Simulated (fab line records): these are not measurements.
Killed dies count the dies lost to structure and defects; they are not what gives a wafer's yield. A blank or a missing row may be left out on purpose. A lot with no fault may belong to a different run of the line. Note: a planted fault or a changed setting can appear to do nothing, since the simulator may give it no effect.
fab line records	flow nand_harc
record: lots: 11	wafers: 33	last_day: 33
route steps=1302 shown A_CHANNEL_HOLE_D1@467 A_CHANNEL_FILL_D1@495 END@1302
lots that met no fault: taken from a fault-free run of the same line
start_h: start of the lot's first displayed wafer, in hours after the record's first day	wait_h: hours since the lot's step before	" repeats the value in the row above	L1.1+2: a row that stands for several wafers	- no value, or no start was given	* or withheld: withheld	< > ~ a bound
route shown NAME@n: a module of which the file shows steps, and the number in the route of the first	usual: mean/standard deviation taken from wafers without a fault	same: alike in all rows	chamber/n: place in a boat	sites: each site's reading	_std_site: standard deviation across them	_edge_site: inner sites' mean taken away from outer sites' mean	radius_mm: for every site, how far away it sits from the centre of the wafer	mask NAME#n: copy n	behind: tool/chamber where the wafer was last shaped	hold: why the lot went on hold/how many hours it stayed there/how the hold came to an end	device: the transistor (n, p or np) that didn't switch	end of line: the tests these same wafers got at the end of their route	step lacking rows: just its recipe	killed: dies that structure and defects cost at the first sort, which is not the same as the wafer's yield	map: dies across one wafer; x = killed, . = not, _ = none there
set.NAME: the setting that was run; set.NAME@STEP: the one run at that earlier step	model.NAME: the simulator's own value behind a step, which no gauge read
route steps across a sampled set of lots; one table per step, one row per wafer
services: the hour from which a tool's chamber was out of use, counted from the record's first day as start_h (under 0 if before that day), plus the number of hours and why
== steps ==
step: NHARC_A_CHANNEL_HOLE_D1_ETCH_39
recipe: target_depth_a: 2600	over_etch_frac: 0.3	time_s: 325	ion_energy_ev: 200	n2_flow_sccm: 150	h2_flow_sccm: 150	ar_flow_sccm: 0	rf_w: 400	bias_w: 150	chemistry: N2/H2
usual: drypump_motor_current_A: 5.5/0.45	oes_product_au: 0.999/0.0096	rf_vpp_V: 430.5/1.9	showerhead_plenum_p_Torr: 2.04/0.067	throttle_valve_pct: 14.172/0.008
lot.wafer	tool	chamber	start_h	wait_h	drypump_motor_current_A	oes_product_au	rf_hours_counter_h	rf_vpp_V	showerhead_plenum_p_Torr	throttle_valve_pct
L616.2	rie_diel-06	1	175.10	-	5.4	0.988	13	430.9	2.12	14.177
L616.6	"	3	"	"	6.5	1.001	-	426.9	1.92	14.159
L616.5	"	0	"	"	5.7	1.006	-	433.6	2.16	14.170
L617.3	rie_diel-02	2	189.60	-	5.9	0.985	11	431.6	2.08	14.176
L617.1	"	3	"	"	5.0	0.985	8	431.4	2.02	14.170
L617.5	"	3	"	"	5.0	0.990	-	430.0	2.03	14.185
L621.2	rie_diel-02	2	233.83	-	5.9	1.005	0	431.2	2.08	14.182
L621.4	"	0	"	"	5.8	0.997	0	427.0	1.99	14.168
L621.6	"	1	"	"	5.4	1.012	-	433.2	2.12	14.173
L622.4	rie_diel-02	3	242.04	-	5.0	1.013	2	428.8	2.02	14.174
L622.1	"	1	"	"	5.5	1.020	2	432.8	2.12	14.172
L622.6	"	0	"	"	5.8	0.993	-	427.8	1.99	14.154
L631.2	rie_diel-02	0	325.15	-	5.8	0.993	9	428.7	1.98	14.186
L631.3	"	3	"	"	4.9	0.997	9	428.7	2.02	14.177
L631.5	"	1	"	"	5.4	1.010	-	432.6	2.12	14.187
L630.1	rie_diel-02	3	327.14	-	5.0	0.994	10	429.7	2.02	14.179
L630.4	"	0	"	"	5.8	0.991	10	428.8	1.98	14.171
L630.5	"	2	"	"	5.9	0.987	-	431.2	2.08	14.174
L633.4	rie_diel-06	1	347.02	-	5.5	0.981	9	431.3	2.10	14.169
L633.2	"	3	"	"	6.5	1.005	11	428.1	1.90	14.167
L633.5	"	1	"	"	5.5	0.982	-	431.9	2.10	14.173
L634.2	rie_diel-02	0	361.23	-	5.8	0.991	13	431.0	1.98	14.158
L634.6	"	3	"	"	5.0	1.005	-	430.7	2.02	14.183
L634.5	"	0	"	"	5.8	0.986	-	430.3	1.98	14.160
L635.4	rie_diel-02	3	366.20	-	4.9	0.994	14	430.3	2.02	14.180
L635.2	"	0	"	"	5.8	0.981	14	428.0	1.98	14.170
L635.1	"	1	"	"	5.4	0.999	13	431.6	2.12	14.175
L637.3	rie_diel-02	2	391.70	-	5.9	0.993	15	431.1	2.08	14.151
L637.2	"	3	"	"	4.9	1.001	16	429.3	2.02	14.175
L637.6	"	1	"	"	5.4	1.004	-	431.3	2.12	14.171
L639.3	rie_diel-02	1	415.76	-	5.5	1.002	1	433.0	2.12	14.173
L639.6	"	1	"	"	5.5	1.005	-	432.3	2.12	14.167
L639.5	"	2	"	"	5.9	0.998	-	432.3	2.07	14.175
step: NHARC_A_CHANNEL_HOLE_D1_ETCH_21
recipe: bias_v: 3000	source_w: withheld	pressure_mtorr: 20	time_s: 514.3	ar_flow_sccm: 375	c4f8_flow_sccm: 89.3	o2_flow_sccm: 35.7	temp_c: -20	target_depth_a: 16000	chemistry: C4F8/O2/Ar
usual: drypump_motor_current_A: 5.84/0.19	showerhead_plenum_p_Torr: 3.70/0.12	throttle_valve_pct: 32.155/0.0092
lot.wafer	tool	chamber	start_h	wait_h	drypump_motor_current_A	rf_hours_counter_h	showerhead_plenum_p_Torr	throttle_valve_pct
L616.2	har_etch-02	1	176.56	0.3	6.03	294	3.43	32.144
L616.6	"	0	"	"	5.62	-	3.69	32.160
L616.5	"	1	"	"	6.03	-	3.43	32.164
L617.1	har_etch-01	1	193.32	0.3	5.69	96	3.73	32.145
L617.3	"	0	"	"	6.07	-	3.73	32.149
L617.5	"	0	"	"	6.09	-	3.73	32.164
L621.2	har_etch-01	0	235.30	0.3	6.08	119	3.72	32.152
L621.4	"	1	"	"	5.67	-	3.72	32.153
L621.6	"	0	"	"	6.05	-	3.72	32.142
L622.1	har_etch-01	0	244.85	0.3	6.07	127	3.72	32.141
L622.4	"	1	"	"	5.69	-	3.72	32.159
L622.6	"	1	"	"	5.70	-	3.72	32.147
L631.2	har_etch-02	0	326.79	0.3	5.64	370	3.65	32.161
L631.3	"	0	"	"	5.66	-	3.65	32.150
L631.5	"	1	"	"	6.00	-	3.93	32.152
L630.1	har_etch-02	0	330.98	0.3	5.63	374	3.65	32.142
L630.4	"	0	"	"	5.64	-	3.65	32.159
L630.5	"	0	"	"	5.64	-	3.65	32.159
L633.2	har_etch-02	1	348.51	0.3	6.04	385	3.92	32.175
L633.4	"	1	"	"	6.02	-	3.92	32.148
L633.5	"	0	"	"	5.63	-	3.64	32.167
L634.2	har_etch-02	0	362.64	0.3	5.65	393	3.64	32.164
L634.6	"	0	"	"	5.63	-	3.64	32.160
L634.5	"	1	"	"	6.00	-	3.92	32.148
L635.1	har_etch-02	0	367.61	0.3	5.65	397	3.63	32.162
L635.2	"	1	"	"	6.01	396	3.92	32.148
L635.4	"	0	"	"	5.64	-	3.63	32.144
L637.2	har_etch-01	0	393.10	0.3	6.11	218	3.67	32.162
L637.3	"	0	"	"	6.10	-	3.67	32.141
L637.6	"	1	"	"	5.67	-	3.67	32.146
L639.3	har_etch-02	0	417.35	0.3	5.65	-	3.62	32.165
L639.6	"	0	"	"	5.64	-	3.62	32.166
L639.5	"	1	"	"	6.00	-	3.90	32.160
step: NHARC_A_CHANNEL_HOLE_D1_INSPECT_40
usual: raw_defect_count: 78/28
lot.wafer	tool	chamber	start_h	wait_h	raw_defect_count
L616.2	defect_inspect-01	-	182.11	-	113
L616.5	"	-	"	"	129
L616.6	"	-	"	"	102
L617.1	defect_inspect-02	-	198.62	-	58
L617.3	"	-	"	"	54
L617.5	"	-	"	"	54
L621.2	defect_inspect-02	-	240.50	-	346
L621.4	"	-	"	"	305
L621.6	"	-	"	"	299
L622.1	defect_inspect-01	-	250.08	-	332
L622.4	"	-	"	"	312
L622.6	"	-	"	"	301
L631.2	defect_inspect-02	-	332.03	-	91
L631.3	"	-	"	"	119
L631.5	"	-	"	"	97
L630.1	defect_inspect-01	-	336.19	-	98
L630.4	"	-	"	"	93
L630.5	"	-	"	"	122
L633.2	defect_inspect-01	-	353.82	-	127
L633.4	"	-	"	"	120
L633.5	"	-	"	"	117
L634.2	defect_inspect-01	-	368.25	-	102
L634.5	"	-	"	"	122
L634.6	"	-	"	"	112
L635.1	defect_inspect-02	-	372.91	-	107
L635.2	"	-	"	"	75
L635.4	"	-	"	"	85
L637.2	defect_inspect-01	-	398.45	-	66
L637.3	"	-	"	"	74
L637.6	"	-	"	"	81
L639.3	defect_inspect-01	-	422.50	-	27
L639.5	"	-	"	"	27
L639.6	"	-	"	"	43
step: NHARC_A_CHANNEL_FILL_D1_ALD_15
recipe: target_thk_a: 20	pulse_time_s: 60	ald_cycles: 19	temp_c: 630	pressure_torr: 2	material: SiNx
usual: precursor_pulse_height_rel: 0.999/0.02
same: ald_cycles: 19
lot.wafer	tool	chamber	start_h	wait_h	precursor_pulse_height_rel
L616.2	ald_sin_batch-01	0	-	-	1.008
L616.5	"	0	"	"	0.969
L616.6	"	0	"	"	1.003
L617.1	ald_sin_batch-02	0	-	-	1.011
L617.3	"	0	"	"	0.987
L617.5	"	0	"	"	0.990
L621.2	ald_sin_batch-03	0	-	-	0.998
L621.4	"	0	"	"	1.007
L621.6	"	0	"	"	1.035
L622.1	ald_sin_batch-01	0	-	-	1.004
L622.4	"	0	"	"	1.034
L622.6	"	0	"	"	1.040
L631.2	ald_sin_batch-03	0	-	-	0.994
L631.3	"	0	"	"	1.015
L631.5	"	0	"	"	0.989
L630.1	ald_sin_batch-01	0	-	-	0.980
L630.4	"	0	"	"	0.985
L630.5	"	0	"	"	0.984
L633.2	ald_sin_batch-02	0	-	-	0.987
L633.4	"	0	"	"	1.033
L633.5	"	0	"	"	1.011
L634.2	ald_sin_batch-03	0	-	-	0.979
L634.5	"	0	"	"	1.003
L634.6	"	0	"	"	0.965
L635.1	ald_sin_batch-01	0	-	-	0.987
L635.2	"	0	"	"	0.973
L635.4	"	0	"	"	0.999
L637.2	ald_sin_batch-02	0	-	-	0.995
L637.3	"	0	"	"	0.995
L637.6	"	0	"	"	1.005
L639.3	ald_sin_batch-02	0	-	-	0.988
L639.5	"	0	"	"	1.003
L639.6	"	0	"	"	1.017
step: NHARC_A_CHANNEL_FILL_D1_ALD_16
recipe: target_thk_a: 15	pulse_time_s: 10	ald_cycles: 15	temp_c: 300	material: SiO2
usual: heater_power_outer_w: 262/33	heater_power_w: 456/51	precursor_pulse_height_rel: 1.000/0.019
same: ald_cycles: 15
lot.wafer	tool	chamber	start_h	wait_h	heater_power_outer_w	heater_power_w	precursor_pulse_height_rel
L616.2	ald_hk-03	2	195.37	0.0	324	534	0.985
L616.5	"	2	"	"	316	551	1.037
L616.6	"	3	"	"	284	506	1.037
L617.3	ald_hk-04	3	211.16	0.2	247	407	1.006
L617.1	"	0	"	"	240	409	0.988
L617.5	"	0	"	"	239	422	0.973
L621.4	ald_hk-04	3	252.93	0.1	239	420	1.030
L621.2	"	1	"	"	279	499	1.000
L621.6	"	3	"	"	241	424	0.984
L622.1	ald_hk-03	3	262.98	0.1	285	507	0.999
L622.4	"	1	"	"	297	496	1.009
L622.6	"	2	"	"	323	512	0.969
L631.3	ald_hk-02	1	344.44	0.0	249	485	0.987
L631.2	"	3	"	"	259	459	0.980
L631.5	"	1	"	"	248	477	1.012
L630.4	ald_hk-02	1	348.66	0.1	255	487	1.007
L630.1	"	2	"	"	225	401	1.041
L630.5	"	3	"	"	264	449	1.022
L633.2	ald_hk-04	0	366.75	0.1	278	448	1.002
L633.4	"	1	"	"	258	467	1.024
L633.5	"	2	"	"	228	423	0.993
L634.2	ald_hk-02	1	380.75	0.0	269	502	1.029
L634.5	"	1	"	"	273	518	1.035
L634.6	"	2	"	"	222	378	0.991
L635.1	ald_hk-03	3	385.35	0.0	284	487	1.005
L635.4	"	0	"	"	229	424	1.016
L635.2	"	2	"	"	305	525	1.003
L637.2	ald_hk-04	1	410.95	0.1	262	468	1.005
L637.3	"	2	"	"	239	405	0.997
L637.6	"	3	"	"	241	419	0.975
L639.3	ald_hk-02	2	434.83	0.1	222	370	0.991
L639.6	"	2	"	"	218	378	0.992
L639.5	"	3	"	"	250	453	0.976
step: NHARC_END_SORT_01
recipe: temp_c: 25
usual: killed_at_array: 53/19	killed_at_other: 0.7/1.1	killed_at_periphery: 4.2/2.7	killed_dies: 58/18	killed_open: 3.1/1.9	killed_short: 2.5/1.6
same: gross_dies: 677
lot.wafer	tool	chamber	start_h	wait_h	killed_at_array	killed_at_other	killed_at_periphery	killed_dies	killed_open	killed_short
L616.2	prober-02	0	543.63	2.8	41	0	4	45	7	3
L616.5	prober-02	0	546.06	3.7	36	0	1	37	1	1
L616.6	prober-02	0	546.87	4.0	59	0	1	60	3	5
L617.1	prober-01	0	579.27	2.5	22	0	3	25	5	6
L617.3	prober-01	0	580.86	3.1	27	0	1	28	5	2
L617.5	prober-01	0	582.45	3.7	29	1	1	31	3	2
L621.2	prober-02	0	597.11	2.8	103	1	2	106	1	2
L621.4	prober-02	0	598.72	3.4	70	1	7	78	3	2
L621.6	prober-02	0	600.34	4.0	112	2	3	117	5	5
L622.1	prober-01	0	616.15	2.5	117	0	8	125	5	3
L622.4	prober-01	0	618.55	3.4	89	0	2	91	1	3
L622.6	prober-01	0	620.16	4.0	72	1	3	76	2	1
L630.1	prober-02	0	691.34	2.5	43	0	3	46	2	2
L630.4	prober-02	0	693.72	3.4	46	0	3	49	2	2
L630.5	prober-02	0	694.52	3.7	41	1	0	42	3	2
L631.2	prober-01	0	692.10	2.8	60	2	3	65	3	5
L631.3	prober-01	0	692.90	3.1	76	0	4	80	3	4
L631.5	prober-01	0	694.48	3.7	64	0	7	71	3	4
L633.2	prober-02	0	709.09	2.8	49	0	7	56	2	2
L633.4	prober-02	0	710.70	3.4	52	1	4	57	3	2
L633.5	prober-02	0	711.50	3.7	62	0	7	69	3	2
L635.1	prober-01	0	742.88	2.5	60	0	4	64	4	3
L635.2	prober-01	0	743.68	2.8	41	0	1	42	1	2
L635.4	prober-01	0	745.29	3.4	56	0	0	56	1	3
L634.2	prober-01	0	752.90	2.8	91	0	4	95	3	3
L634.5	prober-01	0	755.32	3.7	93	0	3	96	3	5
L634.6	prober-01	0	756.12	4.0	66	0	8	74	1	0
L637.2	prober-01	0	762.38	2.8	67	0	4	71	3	4
L637.3	prober-01	0	763.19	3.1	79	0	3	82	3	3
L637.6	prober-01	0	765.61	4.0	80	0	4	84	2	8
L639.3	prober-02	0	794.09	3.1	88	1	2	91	3	4
L639.5	prober-02	0	795.70	3.7	54	2	3	59	4	2
L639.6	prober-02	0	796.50	4.0	73	2	1	76	1	6
killed by level:class
L616.2 A_CHANNEL_HOLE_D2:chamber_film_flake=16 A_CHANNEL_HOLE_D1:chamber_film_flake=11 A_CONTACT:chamber_film_flake=4 P_STI:geometric_particle:open=1 P_CONTACT:geometric_particle:open=1 A_SOURCE_PLATE:geometric_particle:short=1 A_ONON_D1:geometric_particle:open=1 A_DECK1_JOINT:geometric_particle:short=1
L616.5 A_CHANNEL_HOLE_D2:chamber_film_flake=14 A_CHANNEL_HOLE_D1:chamber_film_flake=13 A_CONTACT:chamber_film_flake=3 A_STAIRCASE:chamber_film_flake=2 A_DECK1_JOINT:geometric_particle:open=1 A_CHANNEL_HOLE_D2:geometric_particle:short=1 P_STI:chamber_film_flake=1 A_SLIT:chamber_film_flake=1
L616.6 A_CHANNEL_HOLE_D1:chamber_film_flake=24 A_CHANNEL_HOLE_D2:chamber_film_flake=22 A_STAIRCASE:chamber_film_flake=4 A_CONTACT:chamber_film_flake=2 P_M2:geometric_particle:short=1 A_CHANNEL_FILL_D1:geometric_particle:open=1 A_DECK1_JOINT:geometric_particle:open=1 A_ONON_D2:geometric_particle:short=1
L617.1 A_CHANNEL_HOLE_D2:chamber_film_flake=7 A_SGD_CUT:chamber_film_flake=4 A_SOURCE_PLATE:geometric_particle:open=2 A_CHANNEL_FILL_D2:geometric_particle:short=2 A_M0:geometric_particle:short=2 A_CHANNEL_HOLE_D1:chamber_film_flake=2 P_CONTACT:geometric_particle:short=1 P_M0:geometric_particle:open=1
L617.3 A_SGD_CUT:chamber_film_flake=5 A_CHANNEL_HOLE_D2:chamber_film_flake=4 A_STAIRCASE:chamber_film_flake=4 A_CONTACT:chamber_film_flake=3 A_CHANNEL_FILL_D1:geometric_particle:open=2 A_M0:geometric_particle:open=2 A_CHANNEL_HOLE_D1:chamber_film_flake=2 A_CHANNEL_FILL_D1:geometric_particle:short=1
L617.5 A_SGD_CUT:chamber_film_flake=6 A_CONTACT:chamber_film_flake=6 A_CHANNEL_HOLE_D2:chamber_film_flake=5 A_STAIRCASE:chamber_film_flake=4 A_ZERO_WELL:chamber_film_flake=2 A_CHANNEL_FILL_D1:geometric_particle:open=1 A_ONON_D2:geometric_particle:open=1 A_ONON_D2:geometric_particle:short=1
L621.2 A_CHANNEL_HOLE_D1:unspecified=62 A_CHANNEL_HOLE_D2:chamber_film_flake=14 A_CHANNEL_HOLE_D1:chamber_film_flake=11 A_CONTACT:chamber_film_flake=8 A_STAIRCASE:chamber_film_flake=5 A_CHANNEL_FILL_D1:chamber_film_flake=2 P_M0:geometric_particle:open=1 A_CHANNEL_FILL_D2:geometric_particle:short=1
L621.4 A_CHANNEL_HOLE_D1:unspecified=43 A_CHANNEL_HOLE_D2:chamber_film_flake=9 A_CONTACT:chamber_film_flake=6 A_CHANNEL_HOLE_D1:chamber_film_flake=5 A_STAIRCASE:chamber_film_flake=3 P_STI:chamber_film_flake=2 P_GATE:chamber_film_flake=2 P_STI:geometric_particle:open=1
L621.6 A_CHANNEL_HOLE_D1:unspecified=69 A_CHANNEL_HOLE_D1:chamber_film_flake=13 A_CHANNEL_HOLE_D2:chamber_film_flake=9 A_STAIRCASE:chamber_film_flake=7 A_CONTACT:chamber_film_flake=5 A_CHANNEL_FILL_D2:geometric_particle:short=2 THIN_TSV:chamber_film_flake=2 P_CONTACT:geometric_particle:open=1
L622.1 A_CHANNEL_HOLE_D1:unspecified=67 A_CHANNEL_HOLE_D2:chamber_film_flake=31 P_GATE:chamber_film_flake=5 A_CHANNEL_HOLE_D1:chamber_film_flake=4 A_STAIRCASE:chamber_film_flake=4 A_CHANNEL_FILL_D1:chamber_film_flake=3 A_ONON_D1:geometric_particle:open=2 A_ONON_D2:geometric_particle:short=2
L622.4 A_CHANNEL_HOLE_D1:unspecified=50 A_CHANNEL_HOLE_D2:chamber_film_flake=22 A_CHANNEL_HOLE_D1:chamber_film_flake=5 A_CONTACT:chamber_film_flake=3 A_WL_FILL:chamber_film_flake=2 A_CHANNEL_FILL_D1:geometric_particle:open=1 A_CHANNEL_HOLE_D2:geometric_particle:short=1 A_SGD_CUT:geometric_particle:short=1
L622.6 A_CHANNEL_HOLE_D1:unspecified=43 A_CHANNEL_HOLE_D2:chamber_film_flake=17 A_CONTACT:chamber_film_flake=4 P_GATE:chamber_film_flake=3 A_CHANNEL_HOLE_D1:chamber_film_flake=3 A_ONON_D1:geometric_particle:short=1 A_CHANNEL_HOLE_D2:geometric_particle:open=1 A_WL_FILL:geometric_particle:open=1
L630.1 A_CHANNEL_HOLE_D1:chamber_film_flake=30 A_CONTACT:chamber_film_flake=7 P_GATE:geometric_particle:open=2 A_SLIT:chamber_film_flake=2 P_M0:geometric_particle:short=1 A_M0:geometric_particle:short=1 A_STAIRCASE:chamber_film_flake=1 A_DECK1_JOINT:chamber_film_flake=1
L631.2 A_SLIT:chamber_film_flake=25 A_CHANNEL_HOLE_D1:chamber_film_flake=23 A_CONTACT:chamber_film_flake=5 A_WL_FILL:geometric_particle:short=2 P_STI:chamber_film_flake=2 A_CHANNEL_FILL_D2:geometric_particle:short=1 A_SGD_CUT:geometric_particle:open=1 A_SGD_CUT:geometric_particle:short=1
L631.3 A_CHANNEL_HOLE_D1:chamber_film_flake=30 A_SLIT:chamber_film_flake=28 A_CONTACT:chamber_film_flake=5 A_STAIRCASE:chamber_film_flake=4 A_DECK1_JOINT:chamber_film_flake=3 A_ONON_D1:geometric_particle:short=2 P_STI:geometric_particle:short=1 P_M0:geometric_particle:open=1
L630.4 A_CHANNEL_HOLE_D1:chamber_film_flake=30 A_CONTACT:chamber_film_flake=4 P_M2:chamber_film_flake=2 A_STAIRCASE:chamber_film_flake=2 A_WL_FILL:chamber_film_flake=2 A_DECK1_JOINT:geometric_particle:short=1 A_CHANNEL_FILL_D2:geometric_particle:open=1 A_WL_FILL:geometric_particle:short=1
L631.5 A_SLIT:chamber_film_flake=33 A_CHANNEL_HOLE_D1:chamber_film_flake=20 A_CONTACT:chamber_film_flake=3 A_ONON_D2:geometric_particle:short=2 A_DECK1_JOINT:chamber_film_flake=2 P_GATE:geometric_particle:open=1 P_CONTACT:geometric_particle:open=1 P_M0:geometric_particle:open=1
L630.5 A_CHANNEL_HOLE_D1:chamber_film_flake=29 A_CONTACT:chamber_film_flake=3 A_SOURCE_PLATE:geometric_particle:open=1 A_CHANNEL_FILL_D2:geometric_particle:short=1 A_WL_FILL:geometric_particle:open=1 A_M0:geometric_particle:short=1 A_M1:geometric_particle:open=1 A_SLIT:chamber_film_flake=1
L633.2 A_CHANNEL_HOLE_D1:chamber_film_flake=22 A_CHANNEL_HOLE_D2:chamber_film_flake=22 P_CONTACT:chamber_film_flake=3 A_ONON_D2:geometric_particle:open=2 P_M1:chamber_film_flake=2 P_CONTACT:geometric_particle:short=1 A_ONON_D1:geometric_particle:short=1 P_GATE:chamber_film_flake=1
L633.4 A_CHANNEL_HOLE_D1:chamber_film_flake=23 A_CHANNEL_HOLE_D2:chamber_film_flake=18 A_CONTACT:chamber_film_flake=3 P_GATE:chamber_film_flake=2 A_M0:chamber_film_flake=2 A_ONON_D1:geometric_particle:short=1 A_CHANNEL_FILL_D1:geometric_particle:open=1 A_WL_FILL:geometric_particle:open=1
L633.5 A_CHANNEL_HOLE_D1:chamber_film_flake=26 A_CHANNEL_HOLE_D2:chamber_film_flake=22 P_CONTACT:chamber_film_flake=3 A_SLIT:chamber_film_flake=3 A_CONTACT:chamber_film_flake=3 P_M0:geometric_particle:open=1 A_CHANNEL_HOLE_D1:geometric_particle:open=1 A_ONON_D2:geometric_particle:open=1
L635.1 A_CHANNEL_HOLE_D1:chamber_film_flake=34 A_CONTACT:chamber_film_flake=11 A_STAIRCASE:chamber_film_flake=6 A_SGD_CUT:chamber_film_flake=3 A_SLIT:chamber_film_flake=2 P_CONTACT:geometric_particle:short=1 P_M0:geometric_particle:short=1 P_M1:geometric_particle:open=1
L635.2 A_CHANNEL_HOLE_D1:chamber_film_flake=22 A_CONTACT:chamber_film_flake=7 A_SGD_CUT:chamber_film_flake=4 A_SLIT:chamber_film_flake=2 A_CHANNEL_FILL_D1:geometric_particle:open=1 A_CHANNEL_FILL_D1:geometric_particle:short=1 A_CHANNEL_FILL_D2:geometric_particle:short=1 P_M2:chamber_film_flake=1
L635.4 A_CHANNEL_HOLE_D1:chamber_film_flake=33 A_SLIT:chamber_film_flake=6 A_CONTACT:chamber_film_flake=5 A_SGD_CUT:chamber_film_flake=4 A_STAIRCASE:chamber_film_flake=3 A_CHANNEL_FILL_D2:geometric_particle:short=2 A_ONON_D1:geometric_particle:open=1 A_WL_FILL:geometric_particle:short=1
L634.2 A_SLIT:chamber_film_flake=34 A_CHANNEL_HOLE_D1:chamber_film_flake=23 A_CHANNEL_HOLE_D2:chamber_film_flake=22 A_CONTACT:chamber_film_flake=6 P_STI:chamber_film_flake=3 P_GATE:geometric_particle:open=1 A_ONON_D1:geometric_particle:open=1 A_CHANNEL_HOLE_D1:geometric_particle:short=1
L634.5 A_SLIT:chamber_film_flake=33 A_CHANNEL_HOLE_D1:chamber_film_flake=23 A_CHANNEL_HOLE_D2:chamber_film_flake=22 A_CONTACT:chamber_film_flake=3 A_ONON_D1:geometric_particle:short=2 A_WL_FILL:geometric_particle:short=2 P_STI:chamber_film_flake=2 A_DECK1_JOINT:chamber_film_flake=2
L634.6 A_CHANNEL_HOLE_D1:chamber_film_flake=32 A_SLIT:chamber_film_flake=15 A_CHANNEL_HOLE_D2:chamber_film_flake=10 A_CONTACT:chamber_film_flake=7 P_STI:chamber_film_flake=6 P_ZERO_WELL:chamber_film_flake=2 A_WL_FILL:geometric_particle:open=1 A_STAIRCASE:chamber_film_flake=1
L637.2 A_CHANNEL_HOLE_D2:chamber_film_flake=20 A_SLIT:chamber_film_flake=20 A_CHANNEL_HOLE_D1:chamber_film_flake=12 A_STAIRCASE:chamber_film_flake=5 A_CONTACT:chamber_film_flake=3 P_GATE:chamber_film_flake=2 P_M1:geometric_particle:open=1 A_SOURCE_PLATE:geometric_particle:short=1
L637.3 A_CHANNEL_HOLE_D2:chamber_film_flake=31 A_SLIT:chamber_film_flake=22 A_CHANNEL_HOLE_D1:chamber_film_flake=14 P_ZERO_WELL:chamber_film_flake=2 A_CHANNEL_FILL_D2:chamber_film_flake=2 A_STAIRCASE:chamber_film_flake=2 A_CONTACT:chamber_film_flake=2 P_M0:geometric_particle:short=1
L637.6 A_SLIT:chamber_film_flake=41 A_CHANNEL_HOLE_D2:chamber_film_flake=14 A_CHANNEL_HOLE_D1:chamber_film_flake=8 A_CONTACT:chamber_film_flake=4 A_ONON_D1:geometric_particle:short=3 A_STAIRCASE:chamber_film_flake=3 A_CHANNEL_FILL_D2:geometric_particle:short=2 P_M0:chamber_film_flake=2
L639.3 A_SLIT:chamber_film_flake=32 A_CHANNEL_HOLE_D2:chamber_film_flake=30 A_CONTACT:chamber_film_flake=15 A_CHANNEL_HOLE_D1:chamber_film_flake=4 A_WL_FILL:chamber_film_flake=2 P_GATE:geometric_particle:short=1 P_M1:geometric_particle:open=1 A_ONON_D1:geometric_particle:open=1
L639.5 A_SLIT:chamber_film_flake=19 A_CHANNEL_HOLE_D2:chamber_film_flake=16 A_CONTACT:chamber_film_flake=10 A_CHANNEL_FILL_D1:geometric_particle:open=2 A_CHANNEL_FILL_D1:chamber_film_flake=2 THIN_TSV:chamber_film_flake=2 P_M1:geometric_particle:short=1 A_CHANNEL_FILL_D1:geometric_particle:short=1
L639.6 A_SLIT:chamber_film_flake=29 A_CHANNEL_HOLE_D2:chamber_film_flake=25 A_CONTACT:chamber_film_flake=10 A_CHANNEL_FILL_D1:geometric_particle:short=2 THIN_TSV:chamber_film_flake=2 P_M1:geometric_particle:open=1 A_CHANNEL_HOLE_D1:geometric_particle:short=1 A_ONON_D2:geometric_particle:short=1
== services ==
tool	chamber	start_h	hours	kind
rie_diel-02	3	162.00	21.1	repair
rie_diel-02	0	171.20	-	clean
rie_diel-02	1	171.20	-	clean
rie_diel-02	2	171.20	-	clean
ald_hk-02	-	171.62	10.0	pm
rie_diel-02	0	195.70	-	clean
rie_diel-02	1	195.70	-	clean
ald_hk-03	-	215.54	10.0	pm
rie_diel-02	-	216.75	9.0	pm
ald_sin_batch-01	-	237.66	9.9	repair
ald_hk-04	-	254.19	10.0	pm
ald_sin_batch-02	-	268.92	26.0	pm
rie_diel-02	-	280.79	1.1	repair
rie_diel-02	0	305.52	6.3	repair
rie_diel-06	-	307.25	9.0	pm
ald_hk-02	-	349.62	10.0	pm
rie_diel-02	0	372.55	4.2	repair
har_etch-02	-	377.00	17.0	pm
ald_hk-04	-	389.65	1.0	repair
rie_diel-02	-	393.75	9.0	pm
rie_diel-06	-	402.50	0.5	repair
rie_diel-02	1	426.04	2.2	repair
rie_diel-02	2	430.09	14.6	repair
ald_hk-04	-	432.19	10.0	pm
== key ==
first_sign: step: NHARC_A_CHANNEL_HOLE_D1_INSPECT_40	reading: raw_defect_count	direction: up	sigmas: 8.5	usual: 78	struck: 316
effect: step: NHARC_END_SORT_01	reading: killed_dies	direction: up	sigmas: 2.2	usual: 58	struck: 99
more_kills_born_at: NHARC_A_CHANNEL_HOLE_D1_ETCH_39@rie_diel-02: 334
met_at NHARC_A_CHANNEL_HOLE_D1_ETCH_39
struck_lots L621,L622
tester_left_out L621,L622
not_acting_at NHARC_A_CHANNEL_HOLE_D1_ETCH_21,NHARC_A_CHANNEL_FILL_D1_ALD_15,NHARC_A_CHANNEL_FILL_D1_ALD_16
onset_between 189.60 233.83
fault: kind: chamber_particle_source	tool: rie_diel-02	chamber: -	onset_h: 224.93	steps: NHARC_A_CHANNEL_HOLE_D1_ETCH_39	rate_per_visit_cm2: 0.39582	end_h: 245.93
tester_left_out: of these lots the tester's yield and bins aren't shown, on N5 and GAA mostly nor the transistor test; their killed dies are dies lost to structure and defects alone, not to doping, threshold or leakage, so they don't give the yield
